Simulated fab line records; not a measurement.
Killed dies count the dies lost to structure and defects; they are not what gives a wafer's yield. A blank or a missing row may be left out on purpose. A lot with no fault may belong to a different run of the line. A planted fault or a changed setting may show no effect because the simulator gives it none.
Which tool did it? | flow n5_finfet | 10 lots with 28 wafers sampled at 5 steps, on a route of 1938 steps

## WHAT THE GAUGES READ, wafer by wafer
N5_START_INSPECT_01: inspects for defects (unpatterned scan).
lot  | measured    | on                | raw_defect_count
L401 | day 1 12:13 | defect_inspect-02 | 8 4 5
L402 | day 1 18:02 | defect_inspect-02 | 3 7
L405 | day 2 12:02 | defect_inspect-02 | 7 10 11
L406 | day 2 18:02 | defect_inspect-02 | 12 7 8
L408 | day 3 06:02 | defect_inspect-02 | 11 4 8
L414 | day 4 18:02 | defect_inspect-01 | 4 7
L418 | day 5 18:02 | defect_inspect-02 | 9 6 7
L419 | day 6 00:02 | defect_inspect-01 | 6 2 9
L421 | day 6 12:02 | defect_inspect-01 | 5 2 8
L423 | day 7 00:02 | defect_inspect-02 | 6 6 9

N5_BEOL_M4_RC_MEAS_101.
lot  | measured     | on        | DIBL_N (mV/V)  | DIBL_P (mV/V)  | IOFF_N (nA/um)    | IOFF_P (nA/um) | ION_N (uA/um) | ION_P (uA/um) | RS_NWELL (ohm/sq) | SS_N (mV/dec)  | SS_P (mV/dec)  | VT_N (mV)   | VT_P (mV)
L401 | day 7 20:04  | prober-02 | 37.4 35.6 36.4 | 36.9 34.9 33.6 | 0.164 0.128 0.141 | 0.21 0.19 0.17 | 676 659 662   | 456 454 449   | 1035 1035 1034    | 72.0 71.5 71.6 | 73.4 73.0 72.7 | 247 251 254 | -252 -253 -255
L402 | day 8 01:37  | prober-01 | 37.5 36.0      | 36.4 34.5      | 0.174 0.149       | 0.24 0.21      | 666 667       | 460 460       | 1037 1045         | 71.8 71.1      | 74.0 72.7      | 251 251     | -248 -250
L405 | day 8 23:21  | prober-02 | 33.7 32.2 35.7 | 35.3 33.5 37.8 | 0.146 0.118 0.175 | 0.19 0.17 0.23 | 678 675 678   | 463 466 463   | 1039 1040 1038    | 71.2 70.8 70.7 | 73.1 72.7 73.7 | 250 253 247 | -252 -250 -249
L406 | day 9 12:39  | prober-02 | 38.0 36.7 37.5 | 36.8 35.3 37.1 | 0.166 0.154 0.152 | 0.23 0.22 0.23 | 681 677 670   | 471 465 465   | 1256 1263 1270    | 71.6 70.8 72.2 | 73.6 73.0 73.3 | 250 250 252 | -248 -249 -247
L408 | day 9 17:04  | prober-02 | 38.5 37.1 36.1 | 37.3 36.6 35.6 | 0.190 0.154 0.140 | 0.25 0.24 0.23 | 671 660 665   | 466 461 467   | 1266 1278 1264    | 72.3 72.0 71.3 | 74.0 73.3 73.6 | 248 250 250 | -244 -245 -242
L414 | day 10 22:27 | prober-01 | 35.6 36.5      | 34.9 37.6      | 0.155 0.178       | 0.22 0.27      | 652 689       | 457 474       | 1046 1030         | 71.7 71.2      | 72.7 74.2      | 250 247     | -248 -246
L418 | day 12 04:14 | prober-01 | 37.1 35.7 34.8 | 38.1 36.5 35.1 | 0.203 0.154 0.144 | 0.22 0.20 0.18 | 685 661 670   | 463 463 455   | 1052 1043 1032    | 71.5 71.4 70.7 | 73.6 73.8 72.9 | 245 248 250 | -248 -248 -253
L419 | day 12 22:20 | prober-02 | 37.0 38.7 38.2 | 37.9 39.9 40.1 | 0.177 0.218 0.195 | 0.24 0.30 0.29 | 694 711 689   | 478 482 480   | 1044 1044 1036    | 72.3 72.2 72.1 | 73.2 74.3 73.8 | 245 244 244 | -245 -244 -244
L421 | day 13 13:07 | prober-02 | 35.4 36.8 38.6 | 35.1 36.5 39.2 | 0.146 0.159 0.210 | 0.20 0.22 0.27 | 695 675 706   | 478 466 479   | 1038 1036 1033    | 71.2 71.7 72.0 | 72.2 73.2 74.0 | 249 251 247 | -251 -248 -247
L423 | day 13 15:26 | prober-02 | 34.6 35.0 37.1 | 33.6 35.3 37.7 | 0.128 0.139 0.180 | 0.19 0.21 0.25 | 664 657 682   | 462 458 465   | 1036 1041 1041    | 70.7 71.5 71.9 | 72.0 72.9 74.1 | 253 253 247 | -247 -251 -247

## EACH LOT AND THE TOOL THAT RAN IT (in order: tool; ch and the chambers of the sampled wafers; start)
lot  | N5_WELL_APT_IMPLANT_14         | N5_WELL_APT_RTA_34              | N5_PMOS_HMC_CHANNEL_EPI_DESCUM_14
L401 | implanter-02 ch 0, day 1 14:13 | rtp_anneal-01 ch 0, day 1 16:40 | rie_diel-02 ch 1,2,3, day 1 18:15
L402 | implanter-01 ch 0, day 1 20:04 | rtp_anneal-02 ch 0, day 1 21:53 | rie_diel-01 ch 0,2, day 1 23:16
L405 | implanter-01 ch 0, day 2 14:13 | rtp_anneal-02 ch 0, day 2 16:10 | rie_diel-05 ch 2,3, day 2 17:24
L406 | implanter-01 ch 0, day 2 19:53 | rtp_anneal-01 ch 0, day 2 21:41 | rie_diel-01 ch 0,2,3, day 2 23:24
L408 | implanter-01 ch 0, day 3 08:11 | rtp_anneal-01 ch 0, day 3 09:59 | rie_diel-01 ch 0,1,2, day 3 11:42
L414 | implanter-02 ch 0, day 4 19:50 | rtp_anneal-02 ch 0, day 4 21:46 | rie_diel-05 ch 1,2, day 4 23:40
L418 | implanter-01 ch 0, day 5 19:54 | rtp_anneal-02 ch 0, day 5 21:42 | rie_diel-05 ch 1,2,3, day 5 23:31
L419 | implanter-02 ch 0, day 6 02:23 | rtp_anneal-02 ch 0, day 6 04:14 | rie_diel-02 ch 2,3, day 6 05:38
L421 | implanter-02 ch 0, day 6 14:07 | rtp_anneal-01 ch 0, day 6 15:59 | rie_diel-05 ch 0,2, day 6 17:37
L423 | implanter-01 ch 0, day 7 02:01 | rtp_anneal-01 ch 0, day 7 04:01 | rie_diel-01 ch 1,2, day 7 05:25
- N5_WELL_APT_IMPLANT_14
- N5_WELL_APT_RTA_34: time 10 s.
- N5_PMOS_HMC_CHANNEL_EPI_DESCUM_14: chemistry O2, time 7.9 s.

## AS READ BY THE TOOLS THEMSELVES (means over the sampled wafers that have a number; for cases with no such wafer, the mark the record gives instead)
N5_WELL_APT_IMPLANT_14.
lot  | tool         | beam_energy_keV | dose_ions_cm2 | faraday_current_uA
L401 | implanter-02 | 159.96          | 1.5e+13       | 190
L402 | implanter-01 | 160.00          | 1.5e+13       | 188
L405 | implanter-01 | 160.04          | 1.5e+13       | 191
L406 | implanter-01 | 159.98          | 1.1e+13       | 136
L408 | implanter-01 | 159.95          | 1.1e+13       | 134
L414 | implanter-02 | 159.98          | 1.5e+13       | 194
L418 | implanter-01 | 160.00          | 1.5e+13       | 190
L419 | implanter-02 | 160.06          | 1.5e+13       | 192
L421 | implanter-02 | 159.96          | 1.5e+13       | 193
L423 | implanter-01 | 160.06          | 1.5e+13       | 186

N5_WELL_APT_RTA_34.
lot  | tool          | lamp_power_pct (%) | wafer_temp_C_max
L401 | rtp_anneal-01 | 13.05              | 1003.0
L402 | rtp_anneal-02 | 12.96              | 1003.1
L405 | rtp_anneal-02 | 13.01              | 1003.0
L406 | rtp_anneal-01 | 13.00              | 1003.7
L408 | rtp_anneal-01 | 12.99              | 1003.8
L414 | rtp_anneal-02 | 13.03              | 1005.0
L418 | rtp_anneal-02 | 12.99              | 1003.3
L419 | rtp_anneal-02 | 13.03              | 1004.7
L421 | rtp_anneal-01 | 12.98              | 1003.1
L423 | rtp_anneal-01 | 12.98              | 1002.8

N5_PMOS_HMC_CHANNEL_EPI_DESCUM_14.
lot  | tool        | chamber_pressure_mTorr (mTorr) | drypump_motor_current_A (A) | oes_product_au (a.u.) | rf_vpp_V (V) | showerhead_plenum_p_Torr (Torr) | throttle_valve_pct (%)
L401 | rie_diel-02 | 19.999                         | 5.7                         | 0.76                  | 244.2        | 2.10                            | 20.34
L402 | rie_diel-01 | 19.987                         | 6.0                         | 0.80                  | 242.7        | 2.10                            | 20.55
L405 | rie_diel-05 | 19.997                         | 5.6                         | 0.75                  | 244.2        | 2.17                            | 20.43
L406 | rie_diel-01 | 19.986                         | 5.6                         | 0.77                  | 242.2        | 2.08                            | 20.55
L408 | rie_diel-01 | 20.012                         | 6.1                         | 0.85                  | 243.3        | 2.11                            | 20.43
L414 | rie_diel-05 | 19.980                         | 5.7                         | 0.73                  | 242.8        | 2.08                            | 20.57
L418 | rie_diel-05 | 19.995                         | 5.6                         | 0.73                  | 242.9        | 2.11                            | 20.57
L419 | rie_diel-02 | 20.030                         | 5.3                         | 0.74                  | 242.8        | 2.05                            | 20.30
L421 | rie_diel-05 | 20.004                         | 5.7                         | 0.81                  | 244.8        | 2.19                            | 20.37
L423 | rie_diel-01 | 19.985                         | 6.3                         | 0.86                  | 244.4        | 2.14                            | 20.31

## THE ANSWER, worked out from the rows above alone
Rule: the lots themselves supply what counts as usual. Put in order of their means at a reading, lots are off if they are a third of the lots or fewer, leave a main group of 4 or more, and stand apart from it by a gap of 3 or more times the standard deviation of the main group's means; of several such gaps the widest counts. A main group whose means are all the same, to the digits that the tables above print for the reading, isn't used. Also off: a lot with no number at a reading for which 4 or more lots have one. All remaining lots with rows at the step are treated as sound. After the gauges, taken in route order, come the tools' own readings; for these a lot's mean is taken, as printed above. At the first step where some lot is off, the reading lying furthest off is the one used; lots without a number count as furthest.
Off: at N5_BEOL_M4_RC_MEAS_101 (RS_NWELL), L406, L408. Main group: mean 1039 ohm/sq, sd 2.5.
If a tool, at a process step before that reading, ran all the lots that are off and no sound lot after the first of them, it fits. The gauges at N5_BEOL_M4_RC_MEAS_101 aren't tried: what is off there is off at N5_WELL_APT_IMPLANT_14 too, on other tools, and a gauge's error can't cause that. No candidate that was tried fits.

## WHAT WAS PUT IN BY THE SIMULATOR
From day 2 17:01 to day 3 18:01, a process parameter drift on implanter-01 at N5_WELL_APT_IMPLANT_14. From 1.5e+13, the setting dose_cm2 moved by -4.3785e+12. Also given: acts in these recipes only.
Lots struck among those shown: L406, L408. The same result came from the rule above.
